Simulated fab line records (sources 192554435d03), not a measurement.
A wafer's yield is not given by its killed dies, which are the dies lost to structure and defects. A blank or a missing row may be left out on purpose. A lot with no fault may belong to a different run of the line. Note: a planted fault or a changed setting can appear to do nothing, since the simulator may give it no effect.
The tool behind it: which one? / flow n5 finfet / 24 lots with 72 wafers sampled at 6 steps, on a route of 1938 steps

## WHAT THE GAUGES READ, wafer by wafer
N5_BEOL_M1_OVL_MEAS_12. Usual: M1_OVL typically reads -0.1 nm, with standard deviation 0.67.
lot=L074; measured=day 6 01:32; on=overlay-02; M1_OVL (nm)=0.2 -0.5 -0.8; flag=
lot=L075; measured=day 6 05:13; on=overlay-01; M1_OVL (nm)=-1.4 -1.5 -1.8; flag=
lot=L076; measured=day 6 08:17; on=overlay-02; M1_OVL (nm)=-1.0 0.4 0.2; flag=
lot=L078; measured=day 6 23:38; on=overlay-02; M1_OVL (nm)=-0.1 0.4 0.1; flag=
lot=L077; measured=day 6 23:55; on=overlay-01; M1_OVL (nm)=0.4 0.1 0.2; flag=
lot=L079; measured=day 7 12:59; on=overlay-01; M1_OVL (nm)=-0.3 -0.4 -0.2; flag=
lot=L080; measured=day 8 02:34; on=overlay-01; M1_OVL (nm)=0.4 0.0 -0.4; flag=
lot=L081; measured=day 8 02:52; on=overlay-01; M1_OVL (nm)=-0.9 -1.1 -1.0; flag=
lot=L082; measured=day 8 10:00; on=overlay-02; M1_OVL (nm)=0.6 0.1 1.2; flag=
lot=L083; measured=day 8 17:49; on=overlay-01; M1_OVL (nm)=1.0 0.0 0.9; flag=
lot=L085; measured=day 8 17:55; on=overlay-02; M1_OVL (nm)=-0.5 0.6 -0.7; flag=
lot=L084; measured=day 8 21:54; on=overlay-02; M1_OVL (nm)=0.6 -0.7 -0.1; flag=
lot=L086; measured=day 9 01:29; on=overlay-02; M1_OVL (nm)=-0.1 -0.6 -0.6; flag=
lot=L088; measured=day 9 14:31; on=overlay-02; M1_OVL (nm)=1.3 1.0 0.8; flag=
lot=L087; measured=day 9 20:01; on=overlay-01; M1_OVL (nm)=-0.4 0.3 0.2; flag=
lot=L089; measured=day 10 04:46; on=overlay-02; M1_OVL (nm)=-0.2 -1.0 -0.3; flag=
lot=L090; measured=day 10 10:34; on=overlay-02; M1_OVL (nm)=0.8 0.0 -0.4; flag=
lot=L091; measured=day 10 17:29; on=overlay-02; M1_OVL (nm)=0.3 0.1 -0.5; flag=
lot=L092; measured=day 11 04:28; on=overlay-01; M1_OVL (nm)=0.2 0.4 -0.4; flag=
lot=L094; measured=day 11 04:42; on=overlay-01; M1_OVL (nm)=-0.2 -0.4 -0.4; flag=
lot=L093; measured=day 11 09:33; on=overlay-02; M1_OVL (nm)=0.3 -0.2 0.2; flag=
lot=L096; measured=day 11 13:16; on=overlay-01; M1_OVL (nm)=-0.7 -0.4 0.3; flag=
lot=L095; measured=day 11 14:03; on=overlay-01; M1_OVL (nm)=-0.3 -0.4 -0.9; flag=
lot=L097; measured=day 11 23:29; on=overlay-02; M1_OVL (nm)=0.1 0.2 0.4; flag=

N5_BEOL_M1_INSPECT_30: inspects for defects (brightfield). Usual: raw defect count 414, standard deviation 90.
lot=L074; measured=day 6 02:35; on=defect inspect-02; raw defect count=286 283 328; flag=
lot=L075; measured=day 6 06:17; on=defect inspect-02; raw defect count=361 490 523; flag=
lot=L076; measured=day 6 09:13; on=defect inspect-02; raw defect count=351 323 329; flag=
lot=L078; measured=day 7 00:39; on=defect inspect-02; raw defect count=433 350 629; flag=
lot=L077; measured=day 7 01:01; on=defect inspect-01; raw defect count=361 369 323; flag=
lot=L079; measured=day 7 14:04; on=defect inspect-02; raw defect count=546 521 646; flag=
lot=L080; measured=day 8 03:43; on=defect inspect-02; raw defect count=387 457 393; flag=
lot=L081; measured=day 8 04:39; on=defect inspect-02; raw defect count=361 380 375; flag=
lot=L082; measured=day 8 10:56; on=defect inspect-01; raw defect count=476 420 322; flag=
lot=L083; measured=day 8 18:50; on=defect inspect-02; raw defect count=357 422 358; flag=
lot=L085; measured=day 8 18:57; on=defect inspect-01; raw defect count=354 382 363; flag=
lot=L084; measured=day 8 22:50; on=defect inspect-02; raw defect count=567 547 441; flag=
lot=L086; measured=day 9 02:26; on=defect inspect-02; raw defect count=389 449 436; flag=
lot=L088; measured=day 9 15:26; on=defect inspect-02; raw defect count=406 476 520; flag=
lot=L087; measured=day 9 20:58; on=defect inspect-02; raw defect count=526 476 462; flag=
lot=L089; measured=day 10 06:16; on=defect inspect-01; raw defect count=352 448 438; flag=
lot=L090; measured=day 10 12:00; on=defect inspect-01; raw defect count=320 443 422; flag=
lot=L091; measured=day 10 18:55; on=defect inspect-01; raw defect count=381 365 446; flag=
lot=L092; measured=day 11 05:43; on=defect inspect-01; raw defect count=472 366 460; flag=
lot=L094; measured=day 11 06:04; on=defect inspect-02; raw defect count=332 487 597; flag=
lot=L093; measured=day 11 10:36; on=defect inspect-02; raw defect count=372 514 411; flag=
lot=L096; measured=day 11 14:19; on=defect inspect-02; raw defect count=355 381 304; flag=
lot=L095; measured=day 11 15:07; on=defect inspect-02; raw defect count=371 319 416; flag=
lot=L097; measured=day 12 00:40; on=defect inspect-01; raw defect count=295 284 432; flag=

## TOOL THAT RAN EACH LOT (tool first, then ch and the chambers of the sampled wafers, then the start)
lot=L074; N5_BEOL_M0_STRIP_142=rie diel-05 ch 0,1,2, day 5 19:57; N5_BEOL_M0_PRE_CLEAN_113=pvd sputter-03, day 5 20:27; N5_BEOL_M0_ANNEAL_133=pvd sputter-03, day 5 23:05; N5_BEOL_M1_DESCUM_16=rie diel-03 ch 0,2,3, day 6 01:38
lot=L075; N5_BEOL_M0_STRIP_142=rie diel-06 ch 1,3, day 6 00:05; N5_BEOL_M0_PRE_CLEAN_113=pvd sputter-01, day 6 01:01; N5_BEOL_M0_ANNEAL_133=pvd sputter-01, day 6 02:15; N5_BEOL_M1_DESCUM_16=rie diel-03 ch 0,2, day 6 05:19
lot=L076; N5_BEOL_M0_STRIP_142=rie diel-05 ch 1,2,3, day 6 00:56; N5_BEOL_M0_PRE_CLEAN_113=pvd sputter-01, day 6 01:46; N5_BEOL_M0_ANNEAL_133=pvd sputter-03, day 6 04:18; N5_BEOL_M1_DESCUM_16=rie diel-03 ch 0,2,3, day 6 08:22
lot=L078; N5_BEOL_M0_STRIP_142=rie diel-06 ch 1,2, day 6 13:57; N5_BEOL_M0_PRE_CLEAN_113=pvd sputter-03, day 6 19:44; N5_BEOL_M0_ANNEAL_133=pvd sputter-03, day 6 21:06; N5_BEOL_M1_DESCUM_16=rie diel-01 ch 0,2,3, day 6 23:44
lot=L077; N5_BEOL_M0_STRIP_142=rie diel-06 ch 1,3, day 6 14:19; N5_BEOL_M0_PRE_CLEAN_113=pvd sputter-03, day 6 20:08; N5_BEOL_M0_ANNEAL_133=pvd sputter-03, day 6 21:32; N5_BEOL_M1_DESCUM_16=rie diel-01 ch 1,2,3, day 7 00:01
lot=L079; N5_BEOL_M0_STRIP_142=rie diel-04 ch 1,2,3, day 7 06:48; N5_BEOL_M0_PRE_CLEAN_113=pvd sputter-01, day 7 07:21; N5_BEOL_M0_ANNEAL_133=pvd sputter-01, day 7 09:48; N5_BEOL_M1_DESCUM_16=rie diel-01 ch 0,1,3, day 7 13:07
lot=L080; N5_BEOL_M0_STRIP_142=rie diel-04 ch 0,1,3, day 7 18:55; N5_BEOL_M0_PRE_CLEAN_113=pvd sputter-01, day 7 20:13; N5_BEOL_M0_ANNEAL_133=pvd sputter-02, day 7 20:59; N5_BEOL_M1_DESCUM_16=rie diel-03 ch 0,1,2, day 8 02:46
lot=L081; N5_BEOL_M0_STRIP_142=rie diel-05 ch 0,2,3, day 7 19:32; N5_BEOL_M0_PRE_CLEAN_113=pvd sputter-01, day 7 20:40; N5_BEOL_M0_ANNEAL_133=pvd sputter-01, day 7 21:22; N5_BEOL_M1_DESCUM_16=rie diel-02 ch 1,2,3, day 8 03:44
lot=L082; N5_BEOL_M0_STRIP_142=rie diel-04 ch 0,2,3, day 8 05:35; N5_BEOL_M0_PRE_CLEAN_113=pvd sputter-01, day 8 06:20; N5_BEOL_M0_ANNEAL_133=pvd sputter-03, day 8 07:41; N5_BEOL_M1_DESCUM_16=rie diel-02 ch 0,2,3, day 8 10:05
lot=L083; N5_BEOL_M0_STRIP_142=rie diel-06 ch 1,2,3, day 8 12:58; N5_BEOL_M0_PRE_CLEAN_113=pvd sputter-02, day 8 14:01; N5_BEOL_M0_ANNEAL_133=pvd sputter-03, day 8 14:54; N5_BEOL_M1_DESCUM_16=rie diel-03 ch 0,1,3, day 8 17:56
lot=L085; N5_BEOL_M0_STRIP_142=rie diel-06 ch 0,1,3, day 8 13:10; N5_BEOL_M0_PRE_CLEAN_113=pvd sputter-03, day 8 14:03; N5_BEOL_M0_ANNEAL_133=pvd sputter-02, day 8 14:58; N5_BEOL_M1_DESCUM_16=rie diel-02 ch 0,2,3, day 8 18:05
lot=L084; N5_BEOL_M0_STRIP_142=rie diel-04 ch 1,2,3, day 8 16:58; N5_BEOL_M0_PRE_CLEAN_113=pvd sputter-03, day 8 17:43; N5_BEOL_M0_ANNEAL_133=pvd sputter-03, day 8 18:36; N5_BEOL_M1_DESCUM_16=rie diel-03 ch 0,1,3, day 8 22:00
lot=L086; N5_BEOL_M0_STRIP_142=rie diel-05 ch 0,1, day 8 21:34; N5_BEOL_M0_PRE_CLEAN_113=pvd sputter-03, day 8 22:42; N5_BEOL_M0_ANNEAL_133=pvd sputter-03, day 8 23:32; N5_BEOL_M1_DESCUM_16=rie diel-02 ch 0,1, day 9 01:35
lot=L088; N5_BEOL_M0_STRIP_142=rie diel-06 ch 1,2,3, day 9 08:29; N5_BEOL_M0_PRE_CLEAN_113=pvd sputter-01, day 9 09:25; N5_BEOL_M0_ANNEAL_133=pvd sputter-03, day 9 11:53; N5_BEOL_M1_DESCUM_16=rie diel-01 ch 0,1,3, day 9 14:36
lot=L087; N5_BEOL_M0_STRIP_142=rie diel-05 ch 0,2, day 9 14:05; N5_BEOL_M0_PRE_CLEAN_113=pvd sputter-01, day 9 14:59; N5_BEOL_M0_ANNEAL_133=pvd sputter-02, day 9 17:23; N5_BEOL_M1_DESCUM_16=rie diel-01 ch 0,3, day 9 20:06
lot=L089; N5_BEOL_M0_STRIP_142=rie diel-06 ch 0,1, day 9 22:59; N5_BEOL_M0_PRE_CLEAN_113=pvd sputter-01, day 10 00:01; N5_BEOL_M0_ANNEAL_133=pvd sputter-02, day 10 02:27; N5_BEOL_M1_DESCUM_16=rie diel-01 ch 0,2, day 10 05:07
lot=L090; N5_BEOL_M0_STRIP_142=rie diel-06 ch 1,2,3, day 10 04:38; N5_BEOL_M0_PRE_CLEAN_113=pvd sputter-03, day 10 07:25; N5_BEOL_M0_ANNEAL_133=pvd sputter-03, day 10 08:19; N5_BEOL_M1_DESCUM_16=rie diel-01 ch 1,2,3, day 10 11:04
lot=L091; N5_BEOL_M0_STRIP_142=rie diel-05 ch 2,3, day 10 12:19; N5_BEOL_M0_PRE_CLEAN_113=pvd sputter-01, day 10 13:07; N5_BEOL_M0_ANNEAL_133=pvd sputter-01, day 10 14:14; N5_BEOL_M1_DESCUM_16=rie diel-03 ch 0,1,3, day 10 17:56
lot=L092; N5_BEOL_M0_STRIP_142=rie diel-06 ch 0,2,3, day 10 22:27; N5_BEOL_M0_PRE_CLEAN_113=pvd sputter-03, day 10 23:09; N5_BEOL_M0_ANNEAL_133=pvd sputter-02, day 11 01:08; N5_BEOL_M1_DESCUM_16=rie diel-03 ch 1,2,3, day 11 04:44
lot=L094; N5_BEOL_M0_STRIP_142=rie diel-06 ch 0,1,2, day 10 23:11; N5_BEOL_M0_PRE_CLEAN_113=pvd sputter-01, day 11 01:20; N5_BEOL_M0_ANNEAL_133=pvd sputter-02, day 11 02:02; N5_BEOL_M1_DESCUM_16=rie diel-03 ch 1,2,3, day 11 05:01
lot=L093; N5_BEOL_M0_STRIP_142=rie diel-06 ch 0,2,3, day 11 01:48; N5_BEOL_M0_PRE_CLEAN_113=pvd sputter-01, day 11 02:31; N5_BEOL_M0_ANNEAL_133=pvd sputter-01, day 11 03:34; N5_BEOL_M1_DESCUM_16=rie diel-02 ch 1,2,3, day 11 09:38
lot=L096; N5_BEOL_M0_STRIP_142=rie diel-06 ch 2,3, day 11 09:05; N5_BEOL_M0_PRE_CLEAN_113=pvd sputter-01, day 11 09:36; N5_BEOL_M0_ANNEAL_133=pvd sputter-02, day 11 10:35; N5_BEOL_M1_DESCUM_16=rie diel-02 ch 0,1,2, day 11 13:21
lot=L095; N5_BEOL_M0_STRIP_142=rie diel-05 ch 0,1, day 11 09:10; N5_BEOL_M0_PRE_CLEAN_113=pvd sputter-03, day 11 09:53; N5_BEOL_M0_ANNEAL_133=pvd sputter-03, day 11 12:10; N5_BEOL_M1_DESCUM_16=rie diel-01 ch 1,3, day 11 14:09
lot=L097; N5_BEOL_M0_STRIP_142=rie diel-05 ch 0,1, day 11 17:58; N5_BEOL_M0_PRE_CLEAN_113=pvd sputter-03, day 11 19:26; N5_BEOL_M0_ANNEAL_133=pvd sputter-03, day 11 20:25; N5_BEOL_M1_DESCUM_16=rie diel-03 ch 0,2, day 11 23:42
- N5_BEOL_M0_STRIP_142: strips in N2/H2, time 10 s.
- N5_BEOL_M0_PRE_CLEAN_113: time 30 s.
- N5_BEOL_M0_ANNEAL_133: time 60 s.
- N5_BEOL_M1_DESCUM_16: chemistry O2, time 7 s.

## AS READ BY THE TOOLS THEMSELVES (means over the sampled wafers that have a number; for cases with no such wafer, the mark the record gives instead)
N5_BEOL_M0_STRIP_142. Usual: drypump motor current A 5.9 A, standard deviation 0.49; oes product au 0.81 a.u., standard deviation 0.082; rf vpp V 59.4 V, standard deviation 0.87; showerhead plenum p Torr 2.59 Torr, standard deviation 0.088; throttle valve pct 23.5 %, standard deviation 0.48.
lot=L074; tool=rie diel-05; drypump motor current A (A)=5.8; oes product au (a.u.)=0.86; rf vpp V (V)=59.1; showerhead plenum p Torr (Torr)=2.61; throttle valve pct (%)=23.4; flag=
lot=L075; tool=rie diel-06; drypump motor current A (A)=5.5; oes product au (a.u.)=0.81; rf vpp V (V)=59.5; showerhead plenum p Torr (Torr)=2.67; throttle valve pct (%)=23.7; flag=
lot=L076; tool=rie diel-05; drypump motor current A (A)=5.7; oes product au (a.u.)=0.79; rf vpp V (V)=59.0; showerhead plenum p Torr (Torr)=2.58; throttle valve pct (%)=23.3; flag=
lot=L078; tool=rie diel-06; drypump motor current A (A)=6.3; oes product au (a.u.)=0.82; rf vpp V (V)=60.0; showerhead plenum p Torr (Torr)=2.61; throttle valve pct (%)=23.3; flag=
lot=L077; tool=rie diel-06; drypump motor current A (A)=5.5; oes product au (a.u.)=0.80; rf vpp V (V)=59.4; showerhead plenum p Torr (Torr)=2.67; throttle valve pct (%)=23.7; flag=
lot=L079; tool=rie diel-04; drypump motor current A (A)=6.1; oes product au (a.u.)=0.79; rf vpp V (V)=59.4; showerhead plenum p Torr (Torr)=2.65; throttle valve pct (%)=23.7; flag=
lot=L080; tool=rie diel-04; drypump motor current A (A)=5.7; oes product au (a.u.)=0.80; rf vpp V (V)=60.0; showerhead plenum p Torr (Torr)=2.55; throttle valve pct (%)=23.5; flag=
lot=L081; tool=rie diel-05; drypump motor current A (A)=5.8; oes product au (a.u.)=0.81; rf vpp V (V)=58.8; showerhead plenum p Torr (Torr)=2.58; throttle valve pct (%)=22.9; flag=
lot=L082; tool=rie diel-04; drypump motor current A (A)=5.9; oes product au (a.u.)=0.84; rf vpp V (V)=59.8; showerhead plenum p Torr (Torr)=2.58; throttle valve pct (%)=23.6; flag=
lot=L083; tool=rie diel-06; drypump motor current A (A)=5.8; oes product au (a.u.)=0.87; rf vpp V (V)=59.9; showerhead plenum p Torr (Torr)=2.60; throttle valve pct (%)=23.4; flag=
lot=L085; tool=rie diel-06; drypump motor current A (A)=5.9; oes product au (a.u.)=0.77; rf vpp V (V)=58.9; showerhead plenum p Torr (Torr)=2.65; throttle valve pct (%)=23.8; flag=
lot=L084; tool=rie diel-04; drypump motor current A (A)=6.1; oes product au (a.u.)=0.78; rf vpp V (V)=59.1; showerhead plenum p Torr (Torr)=2.64; throttle valve pct (%)=23.7; flag=
lot=L086; tool=rie diel-05; drypump motor current A (A)=5.9; oes product au (a.u.)=0.79; rf vpp V (V)=60.9; showerhead plenum p Torr (Torr)=2.65; throttle valve pct (%)=23.7; flag=
lot=L088; tool=rie diel-06; drypump motor current A (A)=5.8; oes product au (a.u.)=0.85; rf vpp V (V)=59.9; showerhead plenum p Torr (Torr)=2.59; throttle valve pct (%)=23.4; flag=
lot=L087; tool=rie diel-05; drypump motor current A (A)=5.7; oes product au (a.u.)=0.84; rf vpp V (V)=58.2; showerhead plenum p Torr (Torr)=2.53; throttle valve pct (%)=23.2; flag=
lot=L089; tool=rie diel-06; drypump motor current A (A)=6.4; oes product au (a.u.)=0.76; rf vpp V (V)=59.5; showerhead plenum p Torr (Torr)=2.64; throttle valve pct (%)=23.8; flag=
lot=L090; tool=rie diel-06; drypump motor current A (A)=5.8; oes product au (a.u.)=0.84; rf vpp V (V)=59.7; showerhead plenum p Torr (Torr)=2.59; throttle valve pct (%)=23.4; flag=
lot=L091; tool=rie diel-05; drypump motor current A (A)=5.5; oes product au (a.u.)=0.78; rf vpp V (V)=59.2; showerhead plenum p Torr (Torr)=2.51; throttle valve pct (%)=23.1; flag=
lot=L092; tool=rie diel-06; drypump motor current A (A)=5.7; oes product au (a.u.)=0.79; rf vpp V (V)=59.0; showerhead plenum p Torr (Torr)=2.58; throttle valve pct (%)=23.7; flag=
lot=L094; tool=rie diel-06; drypump motor current A (A)=6.2; oes product au (a.u.)=0.83; rf vpp V (V)=59.5; showerhead plenum p Torr (Torr)=2.59; throttle valve pct (%)=23.4; flag=
lot=L093; tool=rie diel-06; drypump motor current A (A)=5.7; oes product au (a.u.)=0.79; rf vpp V (V)=58.8; showerhead plenum p Torr (Torr)=2.57; throttle valve pct (%)=23.7; flag=
lot=L096; tool=rie diel-06; drypump motor current A (A)=5.6; oes product au (a.u.)=0.87; rf vpp V (V)=59.6; showerhead plenum p Torr (Torr)=2.52; throttle valve pct (%)=23.3; flag=
lot=L095; tool=rie diel-05; drypump motor current A (A)=5.9; oes product au (a.u.)=0.76; rf vpp V (V)=60.0; showerhead plenum p Torr (Torr)=2.65; throttle valve pct (%)=23.8; flag=
lot=L097; tool=rie diel-05; drypump motor current A (A)=5.9; oes product au (a.u.)=0.77; rf vpp V (V)=59.3; showerhead plenum p Torr (Torr)=2.64; throttle valve pct (%)=23.8; flag=

N5_BEOL_M0_PRE_CLEAN_113. Usual: heater power w 373 W, standard deviation 27.
lot=L074; tool=pvd sputter-03; heater power w (W)=370; flag=
lot=L075; tool=pvd sputter-01; heater power w (W)=375; flag=
lot=L076; tool=pvd sputter-01; heater power w (W)=397; flag=
lot=L078; tool=pvd sputter-03; heater power w (W)=385; flag=
lot=L077; tool=pvd sputter-03; heater power w (W)=375; flag=
lot=L079; tool=pvd sputter-01; heater power w (W)=369; flag=
lot=L080; tool=pvd sputter-01; heater power w (W)=387; flag=
lot=L081; tool=pvd sputter-01; heater power w (W)=400; flag=
lot=L082; tool=pvd sputter-01; heater power w (W)=378; flag=
lot=L083; tool=pvd sputter-02; heater power w (W)=339; flag=
lot=L085; tool=pvd sputter-03; heater power w (W)=361; flag=
lot=L084; tool=pvd sputter-03; heater power w (W)=364; flag=
lot=L086; tool=pvd sputter-03; heater power w (W)=346; flag=
lot=L088; tool=pvd sputter-01; heater power w (W)=396; flag=
lot=L087; tool=pvd sputter-01; heater power w (W)=413; flag=
lot=L089; tool=pvd sputter-01; heater power w (W)=385; flag=
lot=L090; tool=pvd sputter-03; heater power w (W)=349; flag=
lot=L091; tool=pvd sputter-01; heater power w (W)=359; flag=
lot=L092; tool=pvd sputter-03; heater power w (W)=362; flag=
lot=L094; tool=pvd sputter-01; heater power w (W)=360; flag=
lot=L093; tool=pvd sputter-01; heater power w (W)=374; flag=
lot=L096; tool=pvd sputter-01; heater power w (W)=387; flag=
lot=L095; tool=pvd sputter-03; heater power w (W)=350; flag=
lot=L097; tool=pvd sputter-03; heater power w (W)=352; flag=

N5_BEOL_M0_ANNEAL_133. Usual: heater power w 896 W, standard deviation 61.
lot=L074; tool=pvd sputter-03; heater power w (W)=862; flag=
lot=L075; tool=pvd sputter-01; heater power w (W)=972; flag=
lot=L076; tool=pvd sputter-03; heater power w (W)=914; flag=
lot=L078; tool=pvd sputter-03; heater power w (W)=933; flag=
lot=L077; tool=pvd sputter-03; heater power w (W)=931; flag=
lot=L079; tool=pvd sputter-01; heater power w (W)=939; flag=
lot=L080; tool=pvd sputter-02; heater power w (W)=857; flag=
lot=L081; tool=pvd sputter-01; heater power w (W)=940; flag=
lot=L082; tool=pvd sputter-03; heater power w (W)=864; flag=
lot=L083; tool=pvd sputter-03; heater power w (W)=898; flag=
lot=L085; tool=pvd sputter-02; heater power w (W)=830; flag=
lot=L084; tool=pvd sputter-03; heater power w (W)=914; flag=
lot=L086; tool=pvd sputter-03; heater power w (W)=927; flag=
lot=L088; tool=pvd sputter-03; heater power w (W)=939; flag=
lot=L087; tool=pvd sputter-02; heater power w (W)=865; flag=
lot=L089; tool=pvd sputter-02; heater power w (W)=869; flag=
lot=L090; tool=pvd sputter-03; heater power w (W)=907; flag=
lot=L091; tool=pvd sputter-01; heater power w (W)=946; flag=
lot=L092; tool=pvd sputter-02; heater power w (W)=868; flag=
lot=L094; tool=pvd sputter-02; heater power w (W)=860; flag=
lot=L093; tool=pvd sputter-01; heater power w (W)=1007; flag=
lot=L096; tool=pvd sputter-02; heater power w (W)=850; flag=
lot=L095; tool=pvd sputter-03; heater power w (W)=867; flag=
lot=L097; tool=pvd sputter-03; heater power w (W)=951; flag=

N5_BEOL_M1_DESCUM_16. Usual: drypump motor current A 5.6 A, standard deviation 0.4; oes product au 0.75 a.u., standard deviation 0.067; rf vpp V 243.0 V, standard deviation 1.4; showerhead plenum p Torr 2.08 Torr, standard deviation 0.074; throttle valve pct 20.58 %, standard deviation 0.29.
lot=L074; tool=rie diel-03; drypump motor current A (A)=5.5; oes product au (a.u.)=0.74; rf vpp V (V)=242.9; showerhead plenum p Torr (Torr)=2.08; throttle valve pct (%)=20.79; flag=
lot=L075; tool=rie diel-03; drypump motor current A (A)=5.7; oes product au (a.u.)=0.71; rf vpp V (V)=241.9; showerhead plenum p Torr (Torr)=2.10; throttle valve pct (%)=20.97; flag=
lot=L076; tool=rie diel-03; drypump motor current A (A)=5.5; oes product au (a.u.)=0.75; rf vpp V (V)=244.1; showerhead plenum p Torr (Torr)=2.08; throttle valve pct (%)=20.79; flag=
lot=L078; tool=rie diel-01; drypump motor current A (A)=6.2; oes product au (a.u.)=0.74; rf vpp V (V)=243.2; showerhead plenum p Torr (Torr)=2.10; throttle valve pct (%)=20.51; flag=
lot=L077; tool=rie diel-01; drypump motor current A (A)=5.8; oes product au (a.u.)=0.74; rf vpp V (V)=242.7; showerhead plenum p Torr (Torr)=2.06; throttle valve pct (%)=20.54; flag=
lot=L079; tool=rie diel-01; drypump motor current A (A)=5.9; oes product au (a.u.)=0.74; rf vpp V (V)=241.7; showerhead plenum p Torr (Torr)=2.03; throttle valve pct (%)=20.62; flag=
lot=L080; tool=rie diel-03; drypump motor current A (A)=5.5; oes product au (a.u.)=0.71; rf vpp V (V)=244.4; showerhead plenum p Torr (Torr)=2.10; throttle valve pct (%)=20.90; flag=
lot=L081; tool=rie diel-02; drypump motor current A (A)=5.6; oes product au (a.u.)=0.78; rf vpp V (V)=243.5; showerhead plenum p Torr (Torr)=2.08; throttle valve pct (%)=20.50; flag=
lot=L082; tool=rie diel-02; drypump motor current A (A)=5.6; oes product au (a.u.)=0.84; rf vpp V (V)=243.5; showerhead plenum p Torr (Torr)=2.12; throttle valve pct (%)=20.30; flag=
lot=L083; tool=rie diel-03; drypump motor current A (A)=5.2; oes product au (a.u.)=0.72; rf vpp V (V)=243.6; showerhead plenum p Torr (Torr)=2.08; throttle valve pct (%)=20.72; flag=
lot=L085; tool=rie diel-02; drypump motor current A (A)=5.6; oes product au (a.u.)=0.83; rf vpp V (V)=243.0; showerhead plenum p Torr (Torr)=2.12; throttle valve pct (%)=20.29; flag=
lot=L084; tool=rie diel-03; drypump motor current A (A)=5.2; oes product au (a.u.)=0.72; rf vpp V (V)=242.5; showerhead plenum p Torr (Torr)=2.08; throttle valve pct (%)=20.73; flag=
lot=L086; tool=rie diel-02; drypump motor current A (A)=5.6; oes product au (a.u.)=0.81; rf vpp V (V)=242.5; showerhead plenum p Torr (Torr)=2.06; throttle valve pct (%)=20.54; flag=
lot=L088; tool=rie diel-01; drypump motor current A (A)=5.9; oes product au (a.u.)=0.73; rf vpp V (V)=242.1; showerhead plenum p Torr (Torr)=2.02; throttle valve pct (%)=20.64; flag=
lot=L087; tool=rie diel-01; drypump motor current A (A)=6.3; oes product au (a.u.)=0.72; rf vpp V (V)=242.9; showerhead plenum p Torr (Torr)=2.06; throttle valve pct (%)=20.62; flag=
lot=L089; tool=rie diel-01; drypump motor current A (A)=6.3; oes product au (a.u.)=0.73; rf vpp V (V)=243.5; showerhead plenum p Torr (Torr)=2.12; throttle valve pct (%)=20.29; flag=
lot=L090; tool=rie diel-01; drypump motor current A (A)=5.8; oes product au (a.u.)=0.73; rf vpp V (V)=242.3; showerhead plenum p Torr (Torr)=2.05; throttle valve pct (%)=20.58; flag=
lot=L091; tool=rie diel-03; drypump motor current A (A)=5.2; oes product au (a.u.)=0.70; rf vpp V (V)=243.9; showerhead plenum p Torr (Torr)=2.07; throttle valve pct (%)=20.75; flag=
lot=L092; tool=rie diel-03; drypump motor current A (A)=5.4; oes product au (a.u.)=0.77; rf vpp V (V)=243.2; showerhead plenum p Torr (Torr)=2.03; throttle valve pct (%)=20.68; flag=
lot=L094; tool=rie diel-03; drypump motor current A (A)=5.4; oes product au (a.u.)=0.77; rf vpp V (V)=243.2; showerhead plenum p Torr (Torr)=2.03; throttle valve pct (%)=20.67; flag=
lot=L093; tool=rie diel-02; drypump motor current A (A)=5.6; oes product au (a.u.)=0.76; rf vpp V (V)=242.1; showerhead plenum p Torr (Torr)=2.07; throttle valve pct (%)=20.51; flag=
lot=L096; tool=rie diel-02; drypump motor current A (A)=5.7; oes product au (a.u.)=0.80; rf vpp V (V)=242.5; showerhead plenum p Torr (Torr)=2.08; throttle valve pct (%)=20.43; flag=
lot=L095; tool=rie diel-01; drypump motor current A (A)=5.5; oes product au (a.u.)=0.73; rf vpp V (V)=241.5; showerhead plenum p Torr (Torr)=1.98; throttle valve pct (%)=20.69; flag=
lot=L097; tool=rie diel-03; drypump motor current A (A)=5.7; oes product au (a.u.)=0.85; rf vpp V (V)=243.4; showerhead plenum p Torr (Torr)=2.09; throttle valve pct (%)=20.71; flag=

## THE ANSWER, worked out from the rows above alone
Rule: take the mean of a lot's wafers that have a number; if it is more than 3 standard deviations from the usual mean, the lot is off. A lot without any number at a reading at which 4 lots or more have one is off too. Where the step has rows for the other lots, those lots are counted as sound. Order of review: gauges by route order, followed by the tools' own readings, for which a lot's mean as printed above is used. The first step at which some lot is off is used, and at that step the reading that is off furthest; a lot without a number counts as furthest.
Across all readings shown, no lot is off: no conclusion can be drawn from this.

## WHAT WAS PUT IN BY THE SIMULATOR
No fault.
